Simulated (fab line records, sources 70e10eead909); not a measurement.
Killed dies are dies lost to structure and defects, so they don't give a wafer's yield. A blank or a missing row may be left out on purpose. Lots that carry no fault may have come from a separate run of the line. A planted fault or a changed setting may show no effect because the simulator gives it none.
Code-filled problem report in 8D (eight disciplines) form ; flow nandHarc ; the parts of the form that need people (team, actions taken, sign-off) are left out

1. WHAT IS WRONG
Mean of thkNm at NHARC_A_ONON_D2_THK_MEAS_14: 1448 nm across 6 wafers in 2 lots; on wafers with no fault it is 1003 nm (standard deviation 7.2). That is +62 standard deviations from the usual mean.
The step: measures by ellipsometry.
First observed at day 16 10:51: wafer L328.2, on filmMetro-02. The record has a number at this step for 36 wafers belonging to 12 lots. Rule for "out" (also "out of limits"): further than 4 standard deviations from the usual mean. All remaining wafers that have a number are taken as sound.

2. WHAT IT IS, AND WHAT IT ISN'T
question;is;is not
which readings at this step;thkNm;-
which lots;L328, L330;L319, L320, L321, L322, L323, L325, L327, L338, L339, L340
which wafers of those lots;all that have a number;-
read on which gauges;filmMetro-01, filmMetro-02;-
when;from day 16 10:51;"up to then (21 sound wafers); but 9 sound wafers of L338, L339, L340 came after"

3. SUSPECTS, AND WHAT RULES EACH OUT
Counting: a tool at any process step up to the reading remains a suspect when it ran all the lots that are out and ran no sound lot after the first of those.
- the gauge at NHARC_A_ONON_D2_THK_MEAS_14: ruled out. The wafers that are out were read on 2 gauges (filmMetro-01, filmMetro-02).
- pecvdOnon-04 at NHARC_A_ONON_D2_DEP_12 (target thk 1000 nm): ruled out as a lasting fault. After its first lot that is out, L328 (day 16 10:24), sound lots L338, L340 ran on it.
Left after counting: nothing in the record.

4. THE CAUSE (what the simulator had put in)
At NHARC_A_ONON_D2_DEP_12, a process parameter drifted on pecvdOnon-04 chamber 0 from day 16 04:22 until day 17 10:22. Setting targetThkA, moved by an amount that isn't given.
It was ruled out by counting, in error; the rule expects a fault to strike all lots run on its tool from its start on, and this fault did not.

5. THE EFFECT CHAIN, in route order
One row per reading whose mean, taken over the struck wafers that have a number, lies over 3 standard deviations from the usual. Readings are gone through only where the record gives a usual standard deviation; hours: the median, over the lots, of the time from a lot's start at the first step in this table giving one to that lot's start at this step; sigmas: the change measured in usual standard deviations.
hours;step;reading;usual;on struck wafers;change;sigmas
0;NHARC_A_ONON_D2_THK_MEAS_14;thkNm;1003 nm;1448;+446;+62
296;NHARC_END_SORT_01;killedAtArray;59;672;+613;+36
296;NHARC_END_SORT_01;killedDies;64;677;+613;+36

6. WHAT WOULD HAVE CAUGHT IT SOONER
Counted from the fault's start at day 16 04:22, it took 6 hours until the first out-of-limits reading at a measuring or inspecting step in this record, taken at day 16 10:51.
An alarm limit of 4 standard deviations would not have fired on the tool readings at NHARC_A_ONON_D2_DEP_12 for which the record gives a usual standard deviation, since none of them was out on any struck wafer.
